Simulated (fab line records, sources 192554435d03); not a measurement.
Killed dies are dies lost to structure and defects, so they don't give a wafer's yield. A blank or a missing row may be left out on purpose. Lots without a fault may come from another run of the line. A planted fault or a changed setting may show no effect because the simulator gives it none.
Chamber matching | flow n5_finfet | N5_MOL_CONTACT_COAG_ALD_123 on ald_sin-03: 4 sister chambers
The step deposits SiNx, target thk 5 nm, pulse time 1 s, purge time 2 s. 4 wafers are shown with their chamber, then 8 later ones without.

WAFERS WITH THEIR CHAMBER
wafer  | chamber | heater_power_w (W)
L085.2 | 0       | 926
L085.6 | 3       | 723
L086.5 | 1       | 794
L091.2 | 2       | 874

WAFERS WITHOUT THEIR CHAMBER
wafer  | heater_power_w (W)
L091.5 | 805
L091.6 | 842
L096.1 | 807
L096.2 | 856
L096.5 | 740
L097.3 | 822
L097.4 | 936
L097.5 | 812

WHICH CHAMBER EACH WENT THROUGH
wafer  | from the rows above     | in truth
L091.5 | 1                       | 1
L091.6 | can't be placed: 2 or 1 | 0
L096.1 | 1                       | 1
L096.2 | 2                       | 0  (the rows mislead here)
L096.5 | can't be placed: 3 or 1 | 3
L097.3 | can't be placed: 1 or 2 | 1
L097.4 | 0                       | 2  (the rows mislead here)
L097.5 | 1                       | 1
Placed correctly: 3 of 8. Can't be placed from these rows: 3 (the true chamber is among the candidates in 2). Placed wrongly: 2.
How it was worked out, from the rows above alone: a wafer's distance from a chamber is the root of the sum, over the readings, of the square of ((its reading less the chamber's mean) divided by the reading's scatter). The wafer belongs to the nearest chamber; if the next one is less than 2 further off, it can't be placed. A chamber's mean is the mean of its shown wafers. The scatter: with one shown wafer a chamber, the root of the mean of the squares of how far each hidden wafer lies from its nearest shown one.
